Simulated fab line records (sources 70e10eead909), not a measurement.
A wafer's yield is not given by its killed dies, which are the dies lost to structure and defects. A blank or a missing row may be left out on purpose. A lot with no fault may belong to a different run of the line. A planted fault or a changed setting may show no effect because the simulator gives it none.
Chamber matching || flow nand_harc || NHARC_A_M0_PRE_CLEAN_31 on pecvd-01 has 3 sister chambers
The step time 12 s. 3 wafers are shown with their chamber, then 7 later ones without.

== WAFERS WITH THEIR CHAMBER ==
{"wafer": "L092.1", "chamber": 0, "heater_power_w (W)": 532}
{"wafer": "L093.1", "chamber": 2, "heater_power_w (W)": 787}
{"wafer": "L093.3", "chamber": 1, "heater_power_w (W)": 815}

== WAFERS MISSING THEIR CHAMBER ==
{"wafer": "L093.4", "heater_power_w (W)": 787}
{"wafer": "L095.2", "heater_power_w (W)": 799}
{"wafer": "L095.4", "heater_power_w (W)": 512}
{"wafer": "L095.6", "heater_power_w (W)": 809}
{"wafer": "L094.1", "heater_power_w (W)": 764}
{"wafer": "L094.2", "heater_power_w (W)": 795}
{"wafer": "L094.5", "heater_power_w (W)": 794}

== WHICH CHAMBER EACH ONE RAN IN ==
{"wafer": "L093.4", "from the rows above": 2, "in truth": 2}
{"wafer": "L095.2", "from the rows above": "can't be placed: 2 or 1", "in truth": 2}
{"wafer": "L095.4", "from the rows above": 0, "in truth": 0}
{"wafer": "L095.6", "from the rows above": "can't be placed: 1 or 2", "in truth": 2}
{"wafer": "L094.1", "from the rows above": 2, "in truth": 2}
{"wafer": "L094.2", "from the rows above": "can't be placed: 2 or 1", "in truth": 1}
{"wafer": "L094.5", "from the rows above": "can't be placed: 2 or 1", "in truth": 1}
Correctly placed: 3 of 7. These rows do not allow placing 4 (true chamber among the candidates in 4). Wrongly placed: 0.
How it was worked out, from the rows above alone: a wafer's distance from a chamber is the root of the sum, over the readings, of the square of ((its reading less the chamber's mean) divided by the reading's scatter). If the next closest chamber is less than 2 further off than the closest, the wafer can't be placed; otherwise it belongs to the closest. Each chamber's mean is taken over the wafers shown for it. The scatter (one wafer shown for each chamber): square how far every hidden wafer sits from the nearest shown wafer, average those squares and take the square root.
